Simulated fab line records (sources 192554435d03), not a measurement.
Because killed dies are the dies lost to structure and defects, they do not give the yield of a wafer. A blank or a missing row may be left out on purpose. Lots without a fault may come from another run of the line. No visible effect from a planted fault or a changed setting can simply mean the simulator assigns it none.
Split-lot trial    flow n5Finfet    39 wafers read from 7 lots, route of 1938 steps

THE SPLIT
At N5_DUMMY_GATE_ETCH_37 (etches SOC in N2/H2, target depth 60 nm, overetch 30 nm), the setting sourceW was moved away from the recipe's 840 W on 18 of the 39 wafers read, by -16.1% to +9.8%. The other wafers ran this setting at the recipe's value.

The reading comes from the split's own step.

THE READING
rfVppV, in V, at N5_DUMMY_GATE_ETCH_37 (etches SOC in N2/H2, target depth 60 nm, overetch 30 nm). Fault-free wafers of this fab line usually give 525.2 V, standard deviation 2.8 V.

wafer   tool, chamber at the split  sourceW as run, W  against the recipe  rfVppV, V  against lot-mates on the recipe
L074.1  rieDiel-06, 1               704.6              -16.1%              554.8      +27.2
L074.2  rieDiel-06, 3               840                recipe              529.6      -
L074.3  rieDiel-06, 2               704.6              -16.1%              555.9      +28.3
L074.4  rieDiel-06, 2               840                recipe              523.4      -
L074.5  rieDiel-06, 3               840                recipe              529.7      -
L074.6  rieDiel-06, 1               704.6              -16.1%              556.6      +29.0
L084.1  rieDiel-03, 3               922.1              +9.8%               510.1      -15.2
L084.2  rieDiel-03, 0               922.1              +9.8%               512.1      -13.2
L084.3  rieDiel-03, 1               840                recipe              527.8      -
L084.4  rieDiel-03, 2               840                recipe              520.7      -
L084.5  rieDiel-03, 1               840                recipe              527.5      -
L084.6  rieDiel-03, 2               922.1              +9.8%               504.5      -20.8
L086.1  rieDiel-03, 3               840                recipe              526.4      -
L086.2  rieDiel-03, 1               716.2              -14.7%              556.5      +29.2
L086.3  rieDiel-03, 0               840                recipe              527.3      -
L086.4  rieDiel-03, 2               716.2              -14.7%              549.8      +22.5
L086.5  rieDiel-03, 0               840                recipe              528.1      -
L086.6  rieDiel-03, 1               716.2              -14.7%              557.1      +29.8
L087.1  rieDiel-06, 2               840                recipe              523.1      -
L087.2  rieDiel-06, 3               889.5              +5.9%               518.8      -5.9
L087.3  rieDiel-06, 1               889.5              +5.9%               515.6      -9.1
L087.4  rieDiel-06, 0               840                recipe              522.3      -
L087.5  rieDiel-06, 3               840                recipe              528.7      -
L087.6  rieDiel-06, 0               889.5              +5.9%               513.9      -10.8
L091.1  rieDiel-06, 3               757.2              -9.9%               545.3      +22.2
L091.2  rieDiel-06, 0               840                recipe              522.2      -
L091.3  rieDiel-06, 1               840                recipe              525.5      -
L091.4  rieDiel-06, 2               757.2              -9.9%               543.2      +20.1
L091.5  rieDiel-06, 1               757.2              -9.9%               544.9      +21.8
L091.6  rieDiel-06, 0               840                recipe              521.6      -
L093.1  rieDiel-03, 1               704.8              -16.1%              558.6      +31.6
L093.2  rieDiel-03, 0               840                recipe              528.1      -
L093.3  rieDiel-03, 2               704.8              -16.1%              551.8      +24.8
L093.4  rieDiel-03, 3               840                recipe              525.5      -
L093.5  rieDiel-03, 1               840                recipe              527.5      -
L093.6  rieDiel-03, 2               704.8              -16.1%              551.3      +24.3
L095.1  rieDiel-03, 2               840                recipe              520.1      -
L095.2  rieDiel-03, 1               840                recipe              527.6      -
L095.5  rieDiel-03, 2               840                recipe              522.1      -

FIT RESULTS
A straight line over all 39 wafers: rfVppV changes by -1.83 V for each +1% of sourceW; r = -0.98; the points scatter about the line by 3 V.
The same after taking each lot's own level away (the mean of its wafers on the recipe; 39 wafers): -1.75 V for each +1%; r = -0.98; scatter 2.9 V.
On that fit, the largest move of sourceW shifts the reading by 28 V.
Across the lots, their own levels run from 523.10 to 527.57 V, a range of 1.6 times the standard deviation given above.
The two slopes agree, so the slope changes little with the lot-to-lot level.
Check: for one of the wafers moved furthest among these (-16.1%), held out of the fit, the line's prediction against its lot-mates is +28.9 V. It came out at +27.2 V against them.
Tool readings at the split's step, against how far the setting was moved: rfVppV r = -0.98.

OTHER SPLITS APPLIED TO THESE WAFERS
These wafers also went through other splits before the reading. Each is held against what the fit with the lots' levels taken away leaves over:
other split on the same wafers               wafers away from the commonest value  r with rfVppV (lot level and that fit taken away)
N5_WELL_APT_EXPOSE_05 doseMj                 15                                    -0.18
N5_PMOS_HMC_CHANNEL_EPI_FIN_RECESS_16 timeS  15                                    -0.15
N5_DUMMY_GATE_HM_DEP_06 targetThkA           30                                    +0.09

THE WHOLE CHAIN: every reading that the file lists as answering this split, in the file's order
step                   what it does                                             reading                                                                             change (the file's fit)                 r (the file's)
N5_DUMMY_GATE_ETCH_37  etches SOC in N2/H2, target depth 60 nm, overetch 30 nm  rfVppV                                                                              -1.77 V for each +1% of the setting     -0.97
N5_DUMMY_GATE_ETCH_37  etches SOC in N2/H2, target depth 60 nm, overetch 30 nm  SiARC_of_DUMMY_GATE_COAT_35.thkNm (the simulator's own value, which no gauge read)  -0.0337 nm for each +1% of the setting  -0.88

FILE'S OWN FIT
rfVppV changes by -1.77 V for each +1% of sourceW, r = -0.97.
